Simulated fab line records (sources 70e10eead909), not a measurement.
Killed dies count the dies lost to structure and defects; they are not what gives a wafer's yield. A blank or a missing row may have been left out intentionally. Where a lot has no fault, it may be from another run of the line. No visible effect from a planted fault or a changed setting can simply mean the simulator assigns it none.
A struck lot beside a sound one | flow nand harc | 14 steps out of a route of 1159
Sound: wafers L224.1, L224.3, L224.6. The struck wafers were L236.1, L236.2, L236.4. The cause is named last.
At each step with rows: each side's tool, then ch and its chambers, then its first start. Under that, the readings that differ: sound wafers | struck wafers | difference of the means | sigmas: that difference in standard deviations of wafers without a fault.
alike: readings whose means differ by less than 2 such deviations, and words and numbers that are the same on both sides. not compared: withheld readings, readings that some wafer has no value for, bounds like >300 that may hide the same value, and numbers for which the record gives no deviation and whose values overlap.
The two part at a step that has a row with sigmas, a row that says differs or no value, or rows on one side only. Numbers that have no deviation but don't overlap get no sigmas and don't part them. A reading that every wafer of one side lacks parts them only if that side has two wafers or more.

first, 2 steps without rows for these wafers: NHARC_A_STAIRCASE_PRECLEAN_318 (cleans in SC1); NHARC_A_STAIRCASE_SRD_329.
NHARC_A_STAIRCASE_ALD_415: deposits SiO2, target thk 30 nm, pulse time 6 s, ald cycles 300.
  sound on ald hk-03 ch 0,2,3, day 12 15:07; struck on ald hk-04 ch 1,2,3, day 15 16:49
  alike: heater power w, precursor pulse height rel
NHARC_A_STAIRCASE_ETCHBACK_416: etches the open film in C4F8/O2/Ar, target depth 36 nm, time 7.2 s.
  sound: rie diel-07 ch 0,1; struck: rie diel-02 ch 1,2,3
  alike: oes product au, rf vpp V
  not compared: rf hours counter h
NHARC_A_STAIRCASE_STRIP_476: strips in O2, time 20 s.
  sound on rie diel-07 ch 0,1,2, day 12 17:23; struck on rie diel-02 ch 2,3, day 15 19:02
  reading               | sound             | struck            | difference | sigmas
  oes product au (a.u.) | 1.006 1.025 1.017 | 0.995 0.997 0.995 | -0.020     | -2
  alike: drypump motor current A, rf vpp V, showerhead plenum p Torr, throttle valve pct
  not compared: rf hours counter h
NHARC_A_STAIRCASE_DEP_417: deposits Si3N4, target thk 60 nm.
  sound on pecvd-01 ch 0,2, day 12 17:28; struck on pecvd-01 ch 0,2, day 15 19:08
  alike: heater power w
then, 3 steps without rows for these wafers: NHARC_A_STAIRCASE_WET_418 (chemistry H3PO4, target depth 20 nm); NHARC_A_STAIRCASE_PRECLEAN_419 (cleans in SC1); NHARC_A_STAIRCASE_SRD_421.
NHARC_A_STAIRCASE_ALD_420: deposits SiO2, target thk 20 nm, pulse time 6 s, ald cycles 200.
  sound on ald hk-03 ch 0,2, day 12 21:12; struck on ald hk-03 ch 1,2,3, day 15 22:55
  alike: heater power w, precursor pulse height rel
then, 1 step without rows for these wafers: NHARC_A_STAIRCASE_CVD_552 (deposits SiNx, target thk 40 nm).
NHARC_A_STAIRCASE_DEP_151: deposits SiO2, target thk 3800 nm.
  sound on pecvd-01 ch 0,1,2, day 13 05:23; struck on pecvd-01 ch 0,2, day 16 08:05
  reading                   | sound             | struck            | difference | sigmas
  mfc precursor sccm (sccm) | 200.0 199.4 200.1 | 212.0 211.2 211.8 | +11.8      | +22
  alike: heater power w
then, 1 step without rows for these wafers: NHARC_A_STAIRCASE_ANNEAL_320 (time 1800 s).
-- break in the record here, with 7 days between the starts of the struck wafers on either side (left off in module A_STAIRCASE, picked up again in module END, where the first step shown is number 1159 on the route) --
NHARC_END_SORT_01:
  sound on prober-01 ch 0, day 19 22:37; struck on prober-02 ch 0, day 23 02:50
  alike: killed at array, killed at other, killed at periphery, killed dies, killed open, killed short

WHERE THEY PART
At NHARC_A_STAIRCASE_STRIP_476 first; at NHARC_A_STAIRCASE_DEP_151 last (within this record only). Later steps at which nothing parts them and some readings are alike: NHARC_END_SORT_01.

WHY: what had been put in by the simulator
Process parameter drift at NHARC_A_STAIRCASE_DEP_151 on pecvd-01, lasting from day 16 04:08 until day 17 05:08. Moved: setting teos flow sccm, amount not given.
